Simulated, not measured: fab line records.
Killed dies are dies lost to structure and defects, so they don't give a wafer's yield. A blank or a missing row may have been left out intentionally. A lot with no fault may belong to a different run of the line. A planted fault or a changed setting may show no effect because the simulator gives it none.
Matching of chambers / flow n5_finfet / 4 sister chambers for N5_BEOL_M13_ETCH_59 on rie_diel-05
The step etches BARC in N2/H2, target depth 89 nm, overetch 26.7 nm, time 67.9 s. 4 wafers are shown with their chamber, then 11 later ones without.

WAFERS, EACH WITH ITS CHAMBER
wafer=L081.6; chamber=0; drypump_motor_current_A (A)=5.8
wafer=L082.4; chamber=2; drypump_motor_current_A (A)=6.2
wafer=L084.4; chamber=3; drypump_motor_current_A (A)=6.3
wafer=L085.2; chamber=1; drypump_motor_current_A (A)=5.4

WAFERS WITHOUT THEIR CHAMBER
wafer=L085.3; drypump_motor_current_A (A)=6.3
wafer=L085.6; drypump_motor_current_A (A)=6.3
wafer=L087.2; drypump_motor_current_A (A)=6.4
wafer=L087.3; drypump_motor_current_A (A)=6.2
wafer=L087.5; drypump_motor_current_A (A)=5.3
wafer=L091.1; drypump_motor_current_A (A)=6.2
wafer=L091.4; drypump_motor_current_A (A)=5.8
wafer=L091.6; drypump_motor_current_A (A)=5.8
wafer=L096.1; drypump_motor_current_A (A)=5.8
wafer=L096.2; drypump_motor_current_A (A)=5.3
wafer=L096.3; drypump_motor_current_A (A)=6.4

WHICH CHAMBER EACH WENT THROUGH
wafer=L085.3; from the rows above=can't be placed: 3 or 2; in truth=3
wafer=L085.6; from the rows above=can't be placed: 3 or 2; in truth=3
wafer=L087.2; from the rows above=can't be placed: 3 or 2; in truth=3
wafer=L087.3; from the rows above=can't be placed: 2 or 3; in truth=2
wafer=L087.5; from the rows above=1; in truth=1
wafer=L091.1; from the rows above=can't be placed: 2 or 3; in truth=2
wafer=L091.4; from the rows above=0; in truth=0
wafer=L091.6; from the rows above=0; in truth=0
wafer=L096.1; from the rows above=0; in truth=0
wafer=L096.2; from the rows above=1; in truth=1
wafer=L096.3; from the rows above=can't be placed: 3 or 2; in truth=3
Correct placement for 5 of the 11. Can't be placed from these rows: 6 (the true chamber is among the candidates in 6). Number placed wrongly: 0.
How it was worked out, from the rows above alone: a wafer's distance from a chamber is the root of the sum, over the readings, of the square of ((its reading less the chamber's mean) divided by the reading's scatter). If the next closest chamber is less than 2 further off than the closest, the wafer can't be placed; otherwise it belongs to the closest. The mean given for a chamber averages the wafers shown for that chamber. The scatter: root of mean squared gap, hidden wafer to nearest shown wafer, with one shown wafer a chamber.
